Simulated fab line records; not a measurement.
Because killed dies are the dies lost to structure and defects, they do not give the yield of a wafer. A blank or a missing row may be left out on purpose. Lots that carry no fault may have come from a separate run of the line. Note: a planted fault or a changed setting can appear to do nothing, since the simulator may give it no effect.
fab line records + flow n5-finfet
[record]
- lots = 9
- wafers = 26
- last-day = 17
route steps=1938 shown MOL_CONTACT_COAG@573 BEOL_M4@1111
lots untouched by any fault: they come from a run of this same line in which no faults occurred
start-h: start of the lot's first displayed wafer, in hours after the record's first day + wait-h: hours since the lot's step before + " repeats the value in the row above + L1.1+2: one row covering several wafers at once + - value missing, or start not given + * or withheld: withheld + < > ~ a bound
route shown NAME@n: NAME is a module with steps in the file, n the number in the route of the first one + usual: mean/standard deviation of fault-free wafers + same: alike in all rows + chamber/n: place in a boat + sites: per-site readings + _std_site: the values' standard deviation + _edge_site: mean of outer sites minus mean of inner sites + radius-mm: how far each site lies from the wafer's centre + mask NAME#n: copy n + behind: the last tool/chamber to shape the wafer + hold: what put the lot on hold/how long, in hours/how the hold closed + device: whichever transistor did not switch (one of n, p or np) + end of line: the tests these same wafers got at the end of their route + for a step that has no rows: nothing shown but its recipe + killed: at the first sort, the dies lost to defects and structure; wafer yield is something else + map: a wafer's dies, x killed, . not, _ none there
set.NAME: setting as actually run; set.NAME@STEP: the setting as run at that earlier step + model.NAME: the simulator's own value behind a step, which no gauge read
the route's steps for a sample of lots (tables are steps, rows are wafers)
services: the hour from which a tool's chamber was out of use, counted from the record's first day as start-h (under 0 if before that day), plus the number of hours and why
[[steps]]
[step N5_MOL_CONTACT_COAG_CD_MEAS_84]
[recipe]
- target-cd-nm = 25.1
- landing-energy-ev = 500
- detector = se-inlens
- polarity = opening
[usual]
- cd-nm = 25.14/0.22
[same]
- landing-energy-ev = 500
| lot.wafer | tool      | chamber | start-h | wait-h | cd-nm |
|-----------|-----------|---------|---------|--------|-------|
| L432.3    | cd-sem-01 | 0       | 100.53  | -      | 25.61 |
| L432.4    | "         | 0       | "       | "      | 25.31 |
| L432.6    | "         | 0       | "       | "      | 25.38 |
| L437.1    | cd-sem-02 | 0       | 129.40  | -      | 24.90 |
| L437.5    | "         | 0       | "       | "      | 25.29 |
| L437.6    | "         | 0       | "       | "      | 25.32 |
| L438.1    | cd-sem-02 | 0       | 141.03  | -      | 25.40 |
| L438.3    | "         | 0       | "       | "      | 24.98 |
| L438.4    | "         | 0       | "       | "      | 24.89 |
| L442.3    | cd-sem-02 | 0       | 158.49  | -      | 25.07 |
| L442.5    | "         | 0       | "       | "      | 24.83 |
| L442.6    | "         | 0       | "       | "      | 25.51 |
| L444.5    | cd-sem-02 | 0       | 170.39  | -      | 25.10 |
| L444.6    | "         | 0       | "       | "      | 25.24 |
| L449.1    | cd-sem-01 | 0       | 202.60  | -      | 25.11 |
| L449.2    | "         | 0       | "       | "      | 25.25 |
| L449.3    | "         | 0       | "       | "      | 24.93 |
| L450.4    | cd-sem-01 | 0       | 208.90  | -      | 24.61 |
| L450.5    | "         | 0       | "       | "      | 25.10 |
| L450.6    | "         | 0       | "       | "      | 25.25 |
| L453.2    | cd-sem-03 | 0       | 223.00  | -      | 24.95 |
| L453.4    | "         | 0       | "       | "      | 25.34 |
| L453.6    | "         | 0       | "       | "      | 25.01 |
| L454.1    | cd-sem-01 | 0       | 228.05  | -      | 25.02 |
| L454.2    | "         | 0       | "       | "      | 25.23 |
| L454.3    | "         | 0       | "       | "      | 25.36 |
[step N5_MOL_CONTACT_COAG_OVL_MEAS_85]
[recipe]
- points-per-wafer = 522
[usual]
- VG_OVL = -0.3/0.69
| lot.wafer | tool       | chamber | start-h | wait-h | VG_OVL[nm] |
|-----------|------------|---------|---------|--------|------------|
| L432.3    | overlay-01 | 0       | 100.57  | 0.0    | 0.0        |
| L432.4    | "          | 0       | "       | "      | 0.4        |
| L432.6    | "          | 0       | "       | "      | 2.1        |
| L437.1    | overlay-02 | 0       | 129.43  | 0.0    | 0.1        |
| L437.5    | "          | 0       | "       | "      | 0.2        |
| L437.6    | "          | 0       | "       | "      | -0.8       |
| L438.1    | overlay-02 | 0       | 141.06  | 0.0    | -0.2       |
| L438.3    | "          | 0       | "       | "      | -0.8       |
| L438.4    | "          | 0       | "       | "      | -1.4       |
| L442.3    | overlay-02 | 0       | 158.53  | 0.0    | -0.4       |
| L442.5    | "          | 0       | "       | "      | -0.1       |
| L442.6    | "          | 0       | "       | "      | -0.5       |
| L444.5    | overlay-01 | 0       | 170.44  | 0.0    | 0.2        |
| L444.6    | "          | 0       | "       | "      | -0.4       |
| L449.1    | overlay-02 | 0       | 202.63  | 0.0    | 0.1        |
| L449.2    | "          | 0       | "       | "      | -0.2       |
| L449.3    | "          | 0       | "       | "      | -0.1       |
| L450.4    | overlay-02 | 0       | 208.94  | 0.0    | -0.3       |
| L450.5    | "          | 0       | "       | "      | -0.3       |
| L450.6    | "          | 0       | "       | "      | 0.2        |
| L453.2    | overlay-01 | 0       | 223.04  | 0.0    | 0.1        |
| L453.4    | "          | 0       | "       | "      | -0.3       |
| L453.6    | "          | 0       | "       | "      | -0.5       |
| L454.1    | overlay-02 | 0       | 228.09  | 0.0    | 0.9        |
| L454.2    | "          | 0       | "       | "      | -0.8       |
| L454.3    | "          | 0       | "       | "      | 0.4        |
[step N5_MOL_CONTACT_COAG_DESCUM_88]
[recipe]
- chemistry = O2
- time-s = 7
- source-power-w = 50
- bias-power-w = 20
- pressure-mtorr = 20
- rf-frequency-hz = 2.712e+07
- temp-c = 40
- resist = CAR-EUV
- o2-flow-sccm = 225
[usual]
- drypump-motor-current-A = 5.7/0.44
- o2-flow-sccm = 225.0/0.72
- oes-product-au = 0.79/0.092
- rf-fwd-power-W = 49.28/0.29
- rf-vpp-V = 243.0/1.7
- showerhead-plenum-p-Torr = 2.09/0.096
- temp-c = 40.00/0.1
- throttle-valve-pct = 20.50/0.21
[same]
- time-s = 7
| lot.wafer | tool        | chamber | start-h | wait-h | drypump-motor-current-A | o2-flow-sccm | oes-product-au | rf-fwd-power-W | rf-hours-counter-h | rf-vpp-V | showerhead-plenum-p-Torr | temp-c | throttle-valve-pct |
|-----------|-------------|---------|---------|--------|-------------------------|--------------|----------------|----------------|--------------------|----------|--------------------------|--------|--------------------|
| L432.3    | rie-diel-06 | 0       | 100.90  | 0.3    | 5.6                     | 226.5        | 0.87           | 49.04          | 42                 | 244.4    | 2.22                     | 39.87  | 20.28              |
| L432.4    | "           | 2       | "       | "      | 5.9                     | 225.3        | 0.71           | 49.01          | 182                | 243.8    | 2.08                     | 40.17  | 20.54              |
| L432.6    | "           | 3       | "       | "      | 6.3                     | 225.5        | 0.97           | 48.76          | -                  | 241.5    | 2.05                     | 40.01  | 20.15              |
| L437.1    | rie-diel-01 | 1       | 129.54  | 0.1    | 5.3                     | 224.6        | 0.81           | 49.26          | 110                | 242.3    | 2.03                     | 39.78  | 20.65              |
| L437.5    | "           | 0       | "       | "      | 5.0                     | 225.6        | 0.71           | 49.51          | -                  | 241.1    | 1.98                     | 39.98  | 20.41              |
| L437.6    | "           | 1       | "       | "      | 5.3                     | 224.5        | 0.81           | 49.12          | -                  | 241.8    | 2.03                     | 40.03  | 20.64              |
| L438.1    | rie-diel-06 | 2       | 141.15  | 0.0    | 5.9                     | 225.9        | 0.70           | 49.29          | 196                | 241.7    | 2.07                     | 39.95  | 20.57              |
| L438.3    | "           | 0       | "       | "      | 5.6                     | 224.5        | 0.85           | 48.99          | 56                 | 244.4    | 2.21                     | 39.99  | 20.29              |
| L438.4    | "           | 1       | "       | "      | 6.3                     | 224.5        | 0.69           | 49.50          | 246                | 241.4    | 1.98                     | 39.94  | 20.90              |
| L442.3    | rie-diel-01 | 3       | 159.00  | 0.4    | 5.6                     | 224.8        | 0.97           | 49.53          | 1                  | 245.6    | 2.15                     | 40.03  | 20.36              |
| L442.5    | "           | 3       | "       | "      | 5.6                     | 224.8        | 0.97           | 49.72          | -                  | 244.4    | 2.15                     | 40.16  | 20.37              |
| L442.6    | "           | 0       | "       | "      | 5.0                     | 224.4        | 0.69           | 49.68          | -                  | 241.8    | 1.98                     | 40.07  | 20.43              |
| L444.5    | rie-diel-01 | 0       | 170.52  | 0.0    | 5.0                     | 226.2        | 0.69           | 49.06          | -                  | 240.8    | 1.98                     | 39.91  | 20.43              |
| L444.6    | "           | 3       | "       | "      | 5.6                     | 225.0        | 0.95           | 49.49          | -                  | 244.3    | 2.15                     | 39.96  | 20.37              |
| L449.1    | rie-diel-06 | 0       | 202.72  | 0.0    | 5.6                     | 225.4        | 0.82           | 49.24          | 80                 | 245.0    | 2.20                     | 39.95  | 20.31              |
| L449.2    | "           | 2       | "       | "      | 5.9                     | 224.1        | 0.69           | 49.17          | 218                | 243.3    | 2.07                     | 39.90  | 20.60              |
| L449.3    | "           | 1       | "       | "      | 6.3                     | 225.8        | 0.94           | 49.43          | 12                 | 244.6    | 2.24                     | 40.08  | 20.57              |
| L450.4    | rie-diel-06 | 2       | 209.02  | 0.0    | 5.9                     | 224.3        | 0.68           | 49.22          | 219                | 242.7    | 2.07                     | 39.95  | 20.61              |
| L450.5    | "           | 0       | "       | "      | 5.6                     | 225.6        | 0.83           | 49.35          | -                  | 244.6    | 2.20                     | 40.03  | 20.32              |
| L450.6    | "           | 3       | "       | "      | 6.3                     | 224.7        | 0.88           | 48.97          | -                  | 242.7    | 2.03                     | 40.04  | 20.19              |
| L453.2    | rie-diel-02 | 0       | 223.13  | 0.0    | 5.9                     | 223.7        | 0.79           | 49.15          | 137                | 243.5    | 2.19                     | 40.13  | 20.70              |
| L453.4    | "           | 3       | "       | "      | 5.7                     | 224.6        | 0.73           | 49.41          | 211                | 242.4    | 2.08                     | 40.12  | 20.27              |
| L453.6    | "           | 1       | "       | "      | 5.4                     | 224.3        | 0.79           | 49.25          | -                  | 245.3    | 2.20                     | 40.18  | 20.71              |
| L454.1    | rie-diel-06 | 0       | 228.21  | 0.1    | 5.6                     | 224.9        | 0.81           | 49.00          | 89                 | 244.1    | 2.20                     | 39.98  | 20.35              |
| L454.2    | "           | 1       | "       | "      | 6.3                     | 225.0        | 0.92           | 49.76          | 20                 | 243.2    | 2.24                     | 40.18  | 20.59              |
| L454.3    | "           | 3       | "       | "      | 6.3                     | 225.7        | 0.88           | 49.26          | 51                 | 240.6    | 2.03                     | 40.04  | 20.20              |
[step N5_MOL_CONTACT_COAG_ALD_131]
[recipe]
- material = SiO2
- target-thk-a = 50
- temp-c = 100
- ald-precursor-family = BDEAS
- ald-co-reactant = O2-plasma
- pulse-time-s = 1
- co-reactant-pulse-time-s = 1
- purge-time-s = 2
- co-reactant-purge-time-s = 2
- ald-cycles = 35
- pressure-torr = 2
[usual]
- ald-cycles = 35/0
- chamber-pressure-Torr = 2.000/0.004
- heater-power-outer-w = 43/4
- heater-power-w = 83/5.8
- precursor-pulse-height-rel = 0.999/0.018
[same]
- co-reactant-purge-time-s = 2
| lot.wafer | tool       | chamber | start-h | wait-h | ald-cycles | chamber-pressure-Torr | heater-power-outer-w | heater-power-w | precursor-pulse-height-rel |
|-----------|------------|---------|---------|--------|------------|-----------------------|----------------------|----------------|----------------------------|
| L432.3    | ald-sin-04 | 3       | 101.03  | 0.1    | 35         | 2.000                 | 47                   | 92             | 1.000                      |
| L432.4    | "          | 0       | "       | "      | 35         | 2.000                 | 48                   | 89             | 1.009                      |
| L432.6    | "          | 3       | "       | "      | 35         | 1.999                 | 47                   | 92             | 0.993                      |
| L437.1    | ald-sin-03 | 1       | 129.67  | 0.1    | 35         | 2.005                 | 40                   | 76             | 1.044                      |
| L437.5    | "          | 2       | "       | "      | 35         | 1.997                 | 42                   | 81             | 0.957                      |
| L437.6    | "          | 1       | "       | "      | 35         | 2.008                 | 40                   | 75             | 1.021                      |
| L438.1    | ald-sin-03 | 2       | 141.29  | 0.1    | 35         | 1.998                 | 41                   | 82             | 1.019                      |
| L438.3    | "          | 3       | "       | "      | 35         | 2.008                 | 38                   | 80             | 0.976                      |
| L438.4    | "          | 0       | "       | "      | 35         | 2.002                 | 38                   | 76             | 1.022                      |
| L442.3    | ald-sin-03 | 1       | 159.13  | 0.1    | 35         | 2.003                 | 40                   | 78             | 0.994                      |
| L442.5    | "          | 0       | "       | "      | 39         | 1.993                 | 37                   | 75             | 1.012                      |
| L442.6    | "          | 3       | "       | "      | 39         | 2.003                 | 39                   | 81             | 0.991                      |
| L444.5    | ald-sin-03 | 2       | 170.72  | 0.1    | 39         | 1.998                 | 41                   | 83             | 0.993                      |
| L444.6    | "          | 3       | "       | "      | 39         | 2.007                 | 38                   | 81             | 1.005                      |
| L449.1    | ald-sin-04 | 2       | 202.86  | 0.1    | 35         | 2.001                 | 40                   | 90             | 0.998                      |
| L449.2    | "          | 1       | "       | "      | 35         | 2.003                 | 49                   | 88             | 1.030                      |
| L449.3    | "          | 3       | "       | "      | 35         | 2.005                 | 48                   | 92             | 1.004                      |
| L450.4    | ald-sin-02 | 0       | 209.62  | 0.5    | 35         | 1.998                 | 47                   | 87             | 0.981                      |
| L450.5    | "          | 3       | "       | "      | 35         | 2.000                 | 47                   | 84             | 0.975                      |
| L450.6    | "          | 2       | "       | "      | 35         | 2.007                 | 40                   | 76             | 0.980                      |
| L453.2    | ald-sin-03 | 0       | 223.26  | 0.1    | 35         | 1.992                 | 39                   | 73             | 0.999                      |
| L453.4    | "          | 1       | "       | "      | 35         | 2.002                 | 41                   | 78             | 0.990                      |
| L453.6    | "          | 2       | "       | "      | 35         | 1.999                 | 41                   | 81             | 1.003                      |
| L454.1    | ald-sin-03 | 0       | 228.35  | 0.1    | 35         | 1.997                 | 38                   | 76             | 1.012                      |
| L454.2    | "          | 2       | "       | "      | 35         | 1.996                 | 42                   | 81             | 1.024                      |
| L454.3    | "          | 1       | "       | "      | 35         | 1.998                 | 41                   | 78             | 1.008                      |
[step N5_BEOL_M4_RC_MEAS_101]
[usual]
- DIBL_N = 36.4/1.5
- DIBL_P = 35.8/1.7
- IOFF_N = 0.154/0.022
- IOFF_P = 0.21/0.031
- ION_N = 672/8.8
- ION_P = 462/7.2
- SS_N = 71.5/0.53
- SS_P = 73.2/0.62
- VT_N = 250.4/2.5
- VT_P = -250/3.5
| lot.wafer | tool      | chamber | start-h | wait-h | DIBL_N[mV/V] | DIBL_P[mV/V] | IOFF_N[nA/um] | IOFF_P[nA/um] | ION_N[uA/um] | ION_P[uA/um] | SS_N[mV/dec] | SS_P[mV/dec] | VT_N[mV] | VT_P[mV] |
|-----------|-----------|---------|---------|--------|--------------|--------------|---------------|---------------|--------------|--------------|--------------|--------------|----------|----------|
| L432.3    | prober-02 | 0       | 167.78  | 0.3    | 34.1         | 33.9         | 0.133         | 0.19          | 656          | 460          | 71.0         | 72.6         | 250.9    | -253     |
| L432.4    | "         | 0       | "       | "      | 34.6         | 33.9         | 0.134         | 0.19          | 662          | 461          | 71.0         | 72.5         | 250.6    | -251     |
| L432.6    | "         | 0       | "       | "      | 33.9         | 33.5         | 0.132         | 0.19          | 662          | 458          | 71.2         | 71.9         | 251.0    | -251     |
| L437.1    | prober-02 | 0       | 205.37  | 0.0    | 33.9         | 33.6         | 0.131         | 0.21          | 672          | 476          | 71.3         | 72.9         | 252.0    | -247     |
| L437.5    | "         | 0       | "       | "      | 34.0         | 33.7         | 0.127         | 0.20          | 672          | 470          | 71.7         | 72.5         | 253.0    | -248     |
| L437.6    | "         | 0       | "       | "      | 33.9         | 33.1         | 0.124         | 0.20          | 668          | 465          | 71.7         | 72.6         | 250.6    | -248     |
| L438.1    | prober-02 | 0       | 219.74  | 0.0    | 35.8         | 34.9         | 0.147         | 0.19          | 674          | 461          | 71.3         | 73.1         | 252.0    | -252     |
| L438.3    | "         | 0       | "       | "      | 37.2         | 35.7         | 0.163         | 0.20          | 664          | 451          | 71.9         | 73.2         | 250.3    | -251     |
| L438.4    | "         | 0       | "       | "      | 34.5         | 32.1         | 0.117         | 0.15          | 665          | 455          | 70.4         | 72.1         | 254.7    | -255     |
| L442.3    | prober-01 | 0       | 244.06  | 0.3    | 37.0         | 35.7         | 0.159         | 0.23          | 670          | 468          | 72.1         | 72.6         | 249.8    | -246     |
| L442.5    | "         | 0       | "       | "      | 35.6         | 34.9         | 0.139         | 0.21          | 667          | 463          | 71.1         | 72.8         | 251.1    | -246     |
| L442.6    | "         | 0       | "       | "      | 37.3         | 37.0         | 0.179         | 0.25          | 684          | 477          | 71.4         | 73.5         | 246.8    | -245     |
| L444.5    | prober-02 | 0       | 252.53  | 0.6    | 34.8         | 34.5         | 0.118         | 0.16          | 642          | 444          | 71.1         | 72.6         | 254.9    | -255     |
| L444.6    | "         | 0       | "       | "      | 37.6         | 37.8         | 0.172         | 0.20          | 685          | 465          | 71.5         | 74.0         | 248.0    | -252     |
| L449.1    | prober-02 | 0       | 285.00  | 0.0    | 35.7         | 34.0         | 0.140         | 0.22          | 665          | 466          | 71.0         | 72.2         | 254.9    | -248     |
| L449.2    | "         | 0       | "       | "      | 35.2         | 35.1         | 0.140         | 0.23          | 661          | 467          | 71.2         | 72.9         | 252.9    | -247     |
| L449.3    | "         | 0       | "       | "      | 36.8         | 36.5         | 0.166         | 0.26          | 679          | 473          | 71.3         | 73.4         | 251.1    | -244     |
| L450.4    | prober-01 | 0       | 287.26  | 0.5    | 35.4         | 35.9         | 0.148         | 0.21          | 682          | 465          | 70.6         | 73.6         | 249.6    | -249     |
| L450.5    | "         | 0       | "       | "      | 38.2         | 39.0         | 0.212         | 0.28          | 695          | 480          | 71.5         | 73.9         | 244.6    | -244     |
| L450.6    | "         | 0       | "       | "      | 38.8         | 39.3         | 0.219         | 0.29          | 686          | 467          | 71.9         | 73.8         | 246.8    | -241     |
| L453.2    | prober-02 | 0       | 297.51  | 0.2    | 36.4         | 36.2         | 0.147         | 0.24          | 668          | 468          | 71.5         | 73.6         | 252.1    | -247     |
| L453.4    | "         | 0       | "       | "      | 37.1         | 37.2         | 0.164         | 0.26          | 676          | 473          | 72.2         | 72.9         | 247.9    | -245     |
| L453.6    | "         | 0       | "       | "      | 34.9         | 35.0         | 0.129         | 0.23          | 668          | 471          | 71.3         | 73.0         | 251.7    | -245     |
| L454.1    | prober-01 | 0       | 300.84  | 0.0    | 35.1         | 33.8         | 0.138         | 0.20          | 674          | 470          | 71.1         | 72.7         | 249.0    | -247     |
| L454.2    | "         | 0       | "       | "      | 36.8         | 36.1         | 0.174         | 0.25          | 677          | 461          | 72.0         | 73.0         | 248.0    | -247     |
| L454.3    | "         | 0       | "       | "      | 36.6         | 35.9         | 0.166         | 0.23          | 688          | 474          | 71.8         | 73.3         | 248.0    | -248     |
[[services]]
| tool        | chamber | start-h | hours | kind                          |
|-------------|---------|---------|-------|-------------------------------|
| ald-sin-02  | -       | 85.58   | 14.0  | pm                            |
| ald-sin-02  | 0       | 85.58   | 14.0  | vent-cycle                    |
| ald-sin-02  | 1       | 85.58   | 14.0  | vent-cycle                    |
| ald-sin-02  | 2       | 85.58   | 14.0  | vent-cycle                    |
| ald-sin-02  | 3       | 85.58   | 14.0  | vent-cycle                    |
| rie-diel-02 | 2       | 95.57   | 12.9  | repair                        |
| ald-sin-02  | 0       | 99.58   | -     | clean                         |
| ald-sin-02  | 1       | 99.58   | -     | clean                         |
| ald-sin-02  | 2       | 99.58   | -     | clean                         |
| rie-diel-01 | 3       | 126.25  | -     | clean                         |
| rie-diel-01 | 3       | 126.25  | -     | consumable-replace:focus-ring |
| rie-diel-01 | 3       | 126.25  | 31.0  | scheduled-down                |
| rie-diel-01 | 3       | 126.25  | 31.0  | vent-cycle                    |
| rie-diel-06 | 1       | 152.17  | -     | clean                         |
| rie-diel-06 | 1       | 152.17  | -     | consumable-replace:focus-ring |
| rie-diel-06 | 1       | 152.17  | -     | consumable-replace:showerhead |
| rie-diel-06 | 1       | 152.17  | 15.1  | scheduled-down                |
| rie-diel-06 | 1       | 152.17  | 15.1  | vent-cycle                    |
| rie-diel-02 | 2       | 170.33  | 32.7  | repair                        |
| rie-diel-01 | 1       | 192.44  | 4.1   | repair                        |
| ald-sin-02  | -       | 194.93  | 14.6  | pm                            |
| ald-sin-04  | -       | 198.23  | 0.9   | repair                        |
| ald-sin-04  | -       | 199.45  | 0.7   | repair                        |
| ald-sin-04  | -       | 206.46  | 6.1   | pm                            |
[[key]]
[first-sign]
- step = N5_MOL_CONTACT_COAG_ALD_131
- reading = ald-cycles
- direction = up
- sigmas = 99+
- usual = *
- struck = *
effect none on later readings
met-at N5_MOL_CONTACT_COAG_ALD_131
struck-lots L442,L444
struck-wafers L442.5,L442.6,L444.5,L444.6
not-acting-at N5_MOL_CONTACT_COAG_CD_MEAS_84,N5_MOL_CONTACT_COAG_OVL_MEAS_85,N5_MOL_CONTACT_COAG_DESCUM_88
onset-between 141.29 159.13
[fault]
- kind = process-parameter-drift
- tool = ald-sin-03
- chamber = -
- onset-h = 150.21
- steps = N5_MOL_CONTACT_COAG_ALD_131
- channel = ald-cycles
- offset = *
- shape = step
- end-h = 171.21
- scope = struck-wafers-only
- acts-in = *
- stated = *
